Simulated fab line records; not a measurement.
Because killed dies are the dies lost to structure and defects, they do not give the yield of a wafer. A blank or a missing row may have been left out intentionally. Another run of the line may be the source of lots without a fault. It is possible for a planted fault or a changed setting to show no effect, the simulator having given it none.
Comparing a struck lot with a sound one    flow n5-finfet    20 out of 1938 route steps
Sound: wafers L308.1, L308.3, L308.4. Wafers struck: L323.1, L323.3, L323.6. The cause is given at the end.
At each step with rows: each side's tool, then ch and its chambers, then its first start. Under that, the readings that differ: sound wafers    struck wafers    difference of the means    sigmas: that difference in standard deviations of wafers without a fault.
alike: same words and numbers on both sides, and readings whose means sit less than 2 such deviations apart. not compared: any withheld reading, any reading some wafer has no value for, any bound like >300 that may hide the same value, and any number with overlapping values for which the record gives no deviation.
Wherever a step has rows on one side only, a row that says differs or no value, or a row with sigmas, the two part there. When numbers do not overlap yet have no deviation, they are printed without sigmas and do not part them. A reading missing from all wafers of one side parts the sides only when that side holds two or more wafers.

N5_BEOL_M0_SAQP_ETCH_88: etches underlayer in N2/H2, target depth 6.5 nm, time 5.2 s.
  sound on rie-diel-04 ch 2,3, day 7 11:11; struck on rie-diel-01 ch 1,2, day 11 03:59
  alike: chamber-pressure-mTorr, drypump-motor-current-A, etch-rf-on-time-s, n2-flow-sccm, oes-product-au, rf-vpp-V, showerhead-plenum-p-Torr, throttle-valve-pct
  not compared: rf-hours-counter-h
then, 1 step without rows for these wafers: N5_BEOL_M0_SAQP_ETCH_73 (etches SiARC in CF4, target depth 19.5 nm, time 32.5 s).
N5_BEOL_M0_SAQP_CUT_ETCH_46: etches SOC in N2/H2, target depth 135 nm, overetch 27 nm, time 202.5 s.
  sound on rie-diel-04 ch 2,3, day 7 11:14; struck on rie-diel-01 ch 1,2, day 11 04:02
  alike: chamber-pressure-mTorr, drypump-motor-current-A, n2-flow-sccm, rf-vpp-V, showerhead-plenum-p-Torr, throttle-valve-pct
  not compared: rf-hours-counter-h
then, 2 steps without rows for these wafers: N5_BEOL_M0_SAQP_STRIP_74 (strips in N2/H2); N5_BEOL_M0_SAQP_STRIP_89 (strips in N2/H2).
N5_BEOL_M0_SAQP_ALD_48: deposits SiO2, target thk 20 nm, pulse time 1 s, co reactant pulse time 1 s.
  sound on ald-sin-01 ch 0,1,2, day 7 11:26; struck on ald-sin-03 ch 0,2, day 11 04:20
  alike: heater-power-w, precursor-pulse-height-rel
N5_BEOL_M0_SAQP_ETCH_49: etches SiO2 in CF4/O2, target depth 37 nm.
  sound on rie-diel-01 ch 1,2,3, day 7 12:03; struck on rie-diel-04 ch 0,2,3, day 11 04:55
  alike: chamber-pressure-mTorr, drypump-motor-current-A, oes-product-au, rf-vpp-V, showerhead-plenum-p-Torr, throttle-valve-pct
  not compared: rf-hours-counter-h
N5_BEOL_M0_SAQP_STRIP_75: strips in CF4.
  sound on rie-diel-01 ch 1,2,3, day 7 12:09; struck on rie-diel-04 ch 0,2,3, day 11 05:01
  alike: chamber-pressure-mTorr, drypump-motor-current-A, oes-product-au, rf-vpp-V, showerhead-plenum-p-Torr, throttle-valve-pct
  not compared: rf-hours-counter-h
then, 4 steps without rows for these wafers: N5_BEOL_M0_CUTY_COAT_50 (time 60 s, resist thk 15 nm); N5_BEOL_M0_CUTY_COAT_51 (resist thk 150 nm); N5_BEOL_M0_CUTY_EBR_52; N5_BEOL_M0_CUTY_SOFTBAKE_53 (time 60 s).
N5_BEOL_M0_CUTY_EXPOSE_54: exposes mask M0 ABLK.
  sound on arfi-scanner-01 ch 0, day 7 12:25; struck on arfi-scanner-01 ch 0, day 11 05:16
reading                               sound        struck          difference  sigmas
model.BEOL_M0_CUTY.overlay-x-nm (nm)  0.4 0.4 0.4  17.8 17.8 17.8  +17.4       
  alike: mask
then, 2 steps without rows for these wafers: N5_BEOL_M0_CUTY_PEB_55 (peb time 60 s); N5_BEOL_M0_CUTY_DEVELOP_56 (develop time 30 s).
N5_BEOL_M0_CUTY_CD_MEAS_57 targets a cd of 200 nm.
  sound on cd-sem-01 ch 0, day 7 12:32; struck on cd-sem-03 ch 0, day 11 05:24
  alike: cd-nm
N5_BEOL_M0_CUTY_OVL_MEAS_58:
  sound on overlay-01 ch 0, day 7 12:35; struck on overlay-02 ch 0, day 11 05:26
reading           sound         struck          difference  sigmas
M0_ABLK_OVL (nm)  0.9 1.0 -0.7  18.6 17.9 18.1  +17.8       +23
N5_BEOL_M0_CUTY_INSPECT_59: inspects for defects (macro).
  sound on defect-inspect-02 at day 7 12:36; struck on defect-inspect-02 at day 11 05:27
  alike: raw-defect-count
-- record jumps: 2 days separate the struck wafers' starts on either side; left off in module BEOL_M0_CUTY, taken up again in module BEOL_M4, whose first shown step is the route's number 1111 --
N5_BEOL_M4_RC_MEAS_101:
  sound on prober-02 ch 0, day 9 13:16; struck on prober-02 ch 0, day 13 12:28
  alike: DIBL_N, DIBL_P, IOFF_N, IOFF_P, ION_N, ION_P, SS_N, SS_P, VT_N, VT_P
N5_PASSIVATION_PROBE_49:
  sound wafers here have rows in the record (prober-02, day 13 19:59); struck ones have none

## WHERE THEY PART
First at N5_BEOL_M0_CUTY_OVL_MEAS_58; last, within this record, at N5_PASSIVATION_PROBE_49.

WHY: what the simulator had put in
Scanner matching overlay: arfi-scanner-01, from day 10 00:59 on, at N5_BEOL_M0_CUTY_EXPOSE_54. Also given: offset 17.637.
